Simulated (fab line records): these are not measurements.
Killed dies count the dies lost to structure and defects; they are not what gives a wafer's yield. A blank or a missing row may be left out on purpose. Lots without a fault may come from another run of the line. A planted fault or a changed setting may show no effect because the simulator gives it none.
One fault seen from 3 desks	flow n5-finfet	every desk sees just its own numbers, and what lay behind them comes last

THE DEFECT DESK
Per lot, the means of the sampled wafers with a number show what the inspections along the route counted. The brackets show how far a lot's mean lies from the usual mean; more than 4 standard deviations puts the lot out of limits, marked OUT.
Columns: A = raw-defect-count at N5_BEOL_M4_INSPECT_59, usual 71
lot	first seen here	A
L187	day 9 06:17	57
L188	day 9 10:08	43
L190	day 9 12:10	58
L189	day 10 05:58	70
L192	day 10 07:51	55
L194	day 10 18:20	81
L197	day 11 16:55	86
L202	day 12 16:07	52
L206	day 13 22:56	118
L208	day 14 05:28	71
This desk found nothing out of limits on any of the 10 lots.

AT THE METROLOGY DESK
What the gauges read, lot by lot, whatever tool the lot ran on: means of the sampled wafers that have a number. The brackets show how far a lot's mean lies from the usual mean; more than 4 standard deviations puts the lot out of limits, marked OUT. It has 15 readings, of which 7 appear: the earliest out of limits, and the ones furthest out on some lot.
Columns: A = IOFF_P_85C at N5_BEOL_M4_RC_MEAS_101, usual 3.6 nA/um; B = IOFF_P_LIN at N5_BEOL_M4_RC_MEAS_101, usual 0.099 nA/um; C = IOFF_P_LONG at N5_BEOL_M4_RC_MEAS_101, usual 0.000106 nA/um; D = ION_P at N5_BEOL_M4_RC_MEAS_101, usual 463 uA/um; E = VT_N_LVT at N5_BEOL_M4_RC_MEAS_101, usual 99 mV; F = VT_P at N5_BEOL_M4_RC_MEAS_101, usual -250.3 mV; G = VT_P_LONG at N5_BEOL_M4_RC_MEAS_101, usual -275.4 mV
lot	first seen here	A	B	C	D	E	F	G
L187	day 9 06:28	3.9	0.105	0.000110	462	102	-249.6	-275.2
L188	day 9 10:19	3.5	0.095	0.000105	464	97	-251.0	-277.0
L190	day 9 12:20	3.3	0.090	0.000101	457	97	-251.8	-279.1
L189	day 10 06:00	3.5	0.098	0.000109	458	97	-248.4	-273.0
L192	day 10 07:53	3.7	0.102	0.000116	465	97	-249.9	-272.5
L194	day 10 18:31	2.5	0.065	0.000077	436 (-4.8) OUT	88	-266.4 (-7.0) OUT	-291.9 (-5.9) OUT
L197	day 11 17:06	3.4	0.087	0.000094	453	97	-252.8	-281.8
L202	day 12 16:17	3.7	0.103	0.000107	463	99	-248.3	-274.0
L206	day 13 23:07	3.2	0.092	0.000111	460	101	-251.4	-274.5
L208	day 14 05:38	3.7	0.100	0.000108	465	95	-250.6	-275.6
Finding of this desk: L194 out of limits, first seen on L194 at day 10 18:31 (ION_P at N5_BEOL_M4_RC_MEAS_101). In limits: L187, L188, L190, L189, L192, L197, L202, L206, L208.

FOR THE TOOL OWNER'S DESK: ald-hk-01
The tool's own readings at N5_HKMG_FIN_ALD_74 (deposits La2O3, target thk 0.5 nm, pulse time 6 s, co reactant pulse time 1 s): means of the sampled wafers that have a number, for each lot that ran on this tool. The brackets show how far a lot's mean lies from the usual mean; more than 4 standard deviations puts the lot out of limits, marked OUT.
Columns: A = heater-power-w at N5_HKMG_FIN_ALD_74, usual 353 W; B = precursor-pulse-height-rel at N5_HKMG_FIN_ALD_74, usual 1.001; C = susceptor-temp-C at N5_HKMG_FIN_ALD_74, usual 250.01 C
lot	first seen here	A	B	C
L187	day 3 20:32	356	0.992	249.93
L190	day 4 16:27	363	1.010	249.92
L192	day 5 07:03	374	1.000	250.11
L194	day 5 16:44	375	0.988	250.10
L197	day 6 08:58	365	1.030	249.90
L206	day 8 17:53	373	0.984	250.11
This desk found nothing out of limits on any of the 6 lots.

BROUGHT TOGETHER
Metrology desk: alarm possible at day 10 18:31 on L194.
Nothing the defect desk looked at was out of limits.
The desk of the tool owner found nothing out of limits.
The defect desk has L194 on record, within its limits.
The tool owner's desk has L194 on record, within its limits.
All the named lots went through N5_HKMG_FIN_ALD_74 on ald-hk-01.

WHAT THE SIMULATOR HAD PUT IN
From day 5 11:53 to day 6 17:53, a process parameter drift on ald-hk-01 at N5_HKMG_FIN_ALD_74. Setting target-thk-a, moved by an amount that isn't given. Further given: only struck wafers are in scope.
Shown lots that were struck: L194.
Hours from the fault's start to each desk's first reading out of limits: the metrology desk, 127.
